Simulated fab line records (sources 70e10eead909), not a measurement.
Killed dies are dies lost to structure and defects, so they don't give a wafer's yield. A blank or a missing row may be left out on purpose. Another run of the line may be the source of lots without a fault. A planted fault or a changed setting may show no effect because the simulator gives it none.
Which tool was responsible? :: flow nandHarc :: 12 lots, 36 wafers sampled, at 5 steps of a route of 1302

## WHAT THE GAUGES SHOWED, per wafer
NHARC_A_BONDPAD_THK_MEAS_20: measures by xrf.
lot: L076
measured: day 23 15:58
on: filmMetro-01
thkNm (nm): 168.9 168.6 171.2

lot: L077
measured: day 24 07:39
on: filmMetro-02
thkNm (nm): 167.9 168.9 168.8

lot: L080
measured: day 25 13:58
on: filmMetro-02
thkNm (nm): 168.0 168.8 167.6

lot: L083
measured: day 26 17:52
on: filmMetro-01
thkNm (nm): 170.4 171.0 169.7

lot: L082
measured: day 27 19:31
on: filmMetro-01
thkNm (nm): 169.5 169.2 170.6

lot: L084
measured: day 27 23:02
on: filmMetro-01
thkNm (nm): 169.3 170.8 170.4

lot: L086
measured: day 28 17:52
on: filmMetro-02
thkNm (nm): 169.9 169.0 171.2

lot: L089
measured: day 30 04:34
on: filmMetro-01
thkNm (nm): 170.0 167.3 169.2

lot: L092
measured: day 30 21:55
on: filmMetro-02
thkNm (nm): 170.2 171.1 169.6

lot: L093
measured: day 31 03:34
on: filmMetro-01
thkNm (nm): 169.7 169.0 169.0

lot: L094
measured: day 31 20:31
on: filmMetro-02
thkNm (nm): 169.3 170.6 171.5

lot: L097
measured: day 32 17:23
on: filmMetro-02
thkNm (nm): 168.4 169.6 169.1

## TOOL THAT RAN EACH LOT (tool first, then ch and the chambers of the sampled wafers, then the start)
lot: L076
NHARC_A_M1_ANNEAL_31: rtpAnneal-01 ch 0, day 23 10:43
NHARC_A_BONDPAD_DESCUM_11: rieDiel-10 ch 0,2, day 23 13:34
NHARC_A_BONDPAD_ETCH_24: rieDiel-08 ch 1,2,3, day 23 15:17 or earlier
NHARC_A_BONDPAD_ANNEAL_28: rtpAnneal-01 ch 0, day 23 15:17

lot: L077
NHARC_A_M1_ANNEAL_31: rtpAnneal-01 ch 0, day 24 02:20
NHARC_A_BONDPAD_DESCUM_11: rieDiel-13 ch 0,2,3, day 24 05:19
NHARC_A_BONDPAD_ETCH_24: rieDiel-13 ch 0,3, day 24 06:59 or earlier
NHARC_A_BONDPAD_ANNEAL_28: rtpAnneal-02 ch 0, day 24 06:59

lot: L080
NHARC_A_M1_ANNEAL_31: rtpAnneal-01 ch 0, day 25 08:58
NHARC_A_BONDPAD_DESCUM_11: rieDiel-10 ch 1,2, day 25 11:38
NHARC_A_BONDPAD_ETCH_24: rieDiel-13 ch 0,2,3, day 25 13:28 or earlier
NHARC_A_BONDPAD_ANNEAL_28: rtpAnneal-01 ch 0, day 25 13:28

lot: L083
NHARC_A_M1_ANNEAL_31: rtpAnneal-02 ch 0, day 26 12:40
NHARC_A_BONDPAD_DESCUM_11: rieDiel-10 ch 1,3, day 26 15:30
NHARC_A_BONDPAD_ETCH_24: rieDiel-10 ch 0,1, day 26 17:11 or earlier
NHARC_A_BONDPAD_ANNEAL_28: rtpAnneal-02 ch 0, day 26 17:11

lot: L082
NHARC_A_M1_ANNEAL_31: rtpAnneal-01 ch 0, day 27 13:59
NHARC_A_BONDPAD_DESCUM_11: rieDiel-10 ch 0,1,2, day 27 17:08
NHARC_A_BONDPAD_ETCH_24: rieDiel-10 ch 0,2,3, day 27 18:50 or earlier
NHARC_A_BONDPAD_ANNEAL_28: rtpAnneal-01 ch 0, day 27 18:50

lot: L084
NHARC_A_M1_ANNEAL_31: rtpAnneal-02 ch 0, day 27 17:37
NHARC_A_BONDPAD_DESCUM_11: rieDiel-10 ch 0,2,3, day 27 20:43
NHARC_A_BONDPAD_ETCH_24: rieDiel-10 ch 2,3, day 27 22:25 or earlier
NHARC_A_BONDPAD_ANNEAL_28: rtpAnneal-01 ch 0, day 27 22:25

lot: L086
NHARC_A_M1_ANNEAL_31: rtpAnneal-01 ch 0, day 28 12:32
NHARC_A_BONDPAD_DESCUM_11: rieDiel-13 ch 1,2, day 28 15:31
NHARC_A_BONDPAD_ETCH_24: rieDiel-10 ch 1,2,3, day 28 17:12 or earlier
NHARC_A_BONDPAD_ANNEAL_28: rtpAnneal-02 ch 0, day 28 17:12

lot: L089
NHARC_A_M1_ANNEAL_31: rtpAnneal-02 ch 0, day 29 23:12
NHARC_A_BONDPAD_DESCUM_11: rieDiel-08 ch 0,3, day 30 02:05
NHARC_A_BONDPAD_ETCH_24: rieDiel-10 ch 0,1,2, day 30 03:57 or earlier
NHARC_A_BONDPAD_ANNEAL_28: rtpAnneal-01 ch 0, day 30 03:57

lot: L092
NHARC_A_M1_ANNEAL_31: rtpAnneal-01 ch 0, day 30 16:36
NHARC_A_BONDPAD_DESCUM_11: rieDiel-08 ch 0,1,3, day 30 19:26
NHARC_A_BONDPAD_ETCH_24: rieDiel-10 ch 0,2,3, day 30 21:15 or earlier
NHARC_A_BONDPAD_ANNEAL_28: rtpAnneal-01 ch 0, day 30 21:15

lot: L093
NHARC_A_M1_ANNEAL_31: rtpAnneal-01 ch 0, day 30 22:21
NHARC_A_BONDPAD_DESCUM_11: rieDiel-10 ch 0,2,3, day 31 01:11
NHARC_A_BONDPAD_ETCH_24: rieDiel-10 ch 0,3, day 31 03:04 or earlier
NHARC_A_BONDPAD_ANNEAL_28: rtpAnneal-02 ch 0, day 31 03:04

lot: L094
NHARC_A_M1_ANNEAL_31: rtpAnneal-02 ch 0, day 31 15:17
NHARC_A_BONDPAD_DESCUM_11: rieDiel-13 ch 0,1, day 31 18:11
NHARC_A_BONDPAD_ETCH_24: rieDiel-13 ch 0,1,3, day 31 19:54 or earlier
NHARC_A_BONDPAD_ANNEAL_28: rtpAnneal-01 ch 0, day 31 19:54

lot: L097
NHARC_A_M1_ANNEAL_31: rtpAnneal-02 ch 0, day 32 12:00
NHARC_A_BONDPAD_DESCUM_11: rieDiel-08 ch 0,1,2, day 32 14:58
NHARC_A_BONDPAD_ETCH_24: rieDiel-13 ch 0,2,3, day 32 16:43 or earlier
NHARC_A_BONDPAD_ANNEAL_28: rtpAnneal-01 ch 0, day 32 16:43
- NHARC_A_M1_ANNEAL_31: time 90 s.
- NHARC_A_BONDPAD_DESCUM_11: chemistry O2, time 3 s.
- NHARC_A_BONDPAD_ETCH_24: etches the open film in CF4/N2, target depth 30 nm, time 72.99 s.
- NHARC_A_BONDPAD_ANNEAL_28: time 90 s.

## THE ANSWER, worked out from the rows above alone
Rule: the lots themselves supply what counts as usual. Put in order of their means at a reading, lots are off if they are a third of the lots or fewer, leave a main group of 4 or more, and stand apart from it by a gap of 3 or more times the standard deviation of the main group's means; of several such gaps the widest counts. The tables above print the reading to a certain number of digits; a main group whose means all agree to those digits is not used. Also off: a lot with no number at a reading for which 4 or more lots have one. The other lots that the step has rows for count as sound.
None of the lots is off at any reading shown; this tells nothing.

## WHAT HAD BEEN PUT IN BY THE SIMULATOR
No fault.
